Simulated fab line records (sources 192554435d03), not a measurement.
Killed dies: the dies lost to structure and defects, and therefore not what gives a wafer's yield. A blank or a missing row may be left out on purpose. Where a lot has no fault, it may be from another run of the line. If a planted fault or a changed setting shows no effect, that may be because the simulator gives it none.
A lot that was struck, set against a sound lot    flow n5Finfet    14 steps out of a route of 1938
Sound: wafers L987.1, L987.3, L987.5. Struck: wafer L990.4 (L990.1, L990.3, from the same lot, were not struck and are left out); the cause is given at the end.
For every step that has rows: the tool of each side, followed by ch and its chambers, followed by its first start. Under that, the readings that differ: sound wafers    struck wafers    difference of the means    sigmas: that difference in standard deviations of wafers without a fault.
alike: same words and numbers on both sides, and readings whose means sit less than 2 such deviations apart. not compared: any withheld reading, any reading some wafer has no value for, any bound like >300 that may hide the same value, and any number with overlapping values for which the record gives no deviation.
A row with sigmas, a row that says differs or no value, or rows on one side alone: a step with any of these is where the two part. Numbers that don't overlap but have no deviation are shown without sigmas and don't part them. A reading missing from all wafers of one side parts the sides only when that side holds two or more wafers.

N5_BEOL_M10_CURE_72: cures SiCOH lowk, time 120 s.
  sound on uvCure-03 ch 0, day 10 16:46; struck on uvCure-01 ch 1, day 12 05:36
  alike: lampPowerPct, wafer_temp_C_max
N5_BEOL_M10_DEGAS_44: time 60 s.
  sound on pvdSputter-02 at day 10 17:14; struck on pvdSputter-03 at day 12 06:24
  alike: heaterPowerW
N5_BEOL_M10_PRE_CLEAN_45: time 30 s.
  sound on pvdSputter-02 at day 10 17:16; struck on pvdSputter-03 at day 12 06:26
  alike: heaterPowerW
then, 5 steps without rows for these wafers: N5_BEOL_M10_ALD_74 (deposits TaN, target thk 2 nm, pulse time 2 s, purge time 3 s); N5_BEOL_M10_SURFACE_TREAT_76; N5_BEOL_M10_CVD_75 (deposits Co from CCTBA/H2, target thk 2 nm, time 138.9 s); N5_BEOL_M10_SPUTTER_48 (material Cu, target thk 12 nm, time 2 s); N5_BEOL_M10_ECD_50 (material Cu, target thk 318 nm).
N5_BEOL_M10_ANNEAL_51: time 90 s.
  sound on rtpAnneal-02 ch 0, day 10 18:15; struck on rtpAnneal-02 ch 0, day 12 07:31
  alike: wafer_temp_C_max
N5_BEOL_M10_CMP_52: polishes, stops on SiCOH lowk, t overpolish 7 s, target thk 140 nm.
  sound on cmp-03 ch 0,1, day 10 18:32; struck on cmp-03 ch 2, day 12 07:49
reading                    sound           struck  difference  sigmas
barrierFieldEndpointS (s)  28.6 27.8 28.8  30.2    +1.8        +2
timeToEndpointS (s)        64.4 61.9 61.2  72.3    +9.8        +3
  alike: clearingPlatenDownForcePsi, motorCurrentA, overpolishRunS
N5_BEOL_M10_THK_MEAS_53: measures by xrf.
  sound on filmMetro-02 at day 10 18:50; struck on filmMetro-01 at day 12 08:06
  alike: M10_THK
then, 1 step without rows for these wafers: N5_BEOL_M10_PRE_CLEAN_55 (time 15 s).
N5_BEOL_M10_DEP_56: deposits SiCN from 3MS/NH3, target thk 15 nm, time 26.5 s.
  sound on pecvd-01 ch 0,1,2, day 10 18:55; struck on pecvd-04 ch 2, day 12 08:10
reading                                   sound           struck  difference  sigmas
model.SiCN_of_BEOL_M10_DEP_56.thkNm (nm)  14.4 14.8 14.6  14.2    -0.4        
  alike: showerheadPlenumPTorr, throttleValvePct
N5_BEOL_M10_RS_MEAS_57: measures by four-point-probe.
  sound on filmMetro-01 at day 10 19:00; struck on filmMetro-02 at day 12 08:14
  alike: M10_RS

## WHERE THEY PART
N5_BEOL_M10_CMP_52 only, going by this record. Later steps at which nothing parts them and some readings are alike: N5_BEOL_M10_THK_MEAS_53, N5_BEOL_M10_DEP_56, N5_BEOL_M10_RS_MEAS_57.

WHY: the cause the simulator had injected
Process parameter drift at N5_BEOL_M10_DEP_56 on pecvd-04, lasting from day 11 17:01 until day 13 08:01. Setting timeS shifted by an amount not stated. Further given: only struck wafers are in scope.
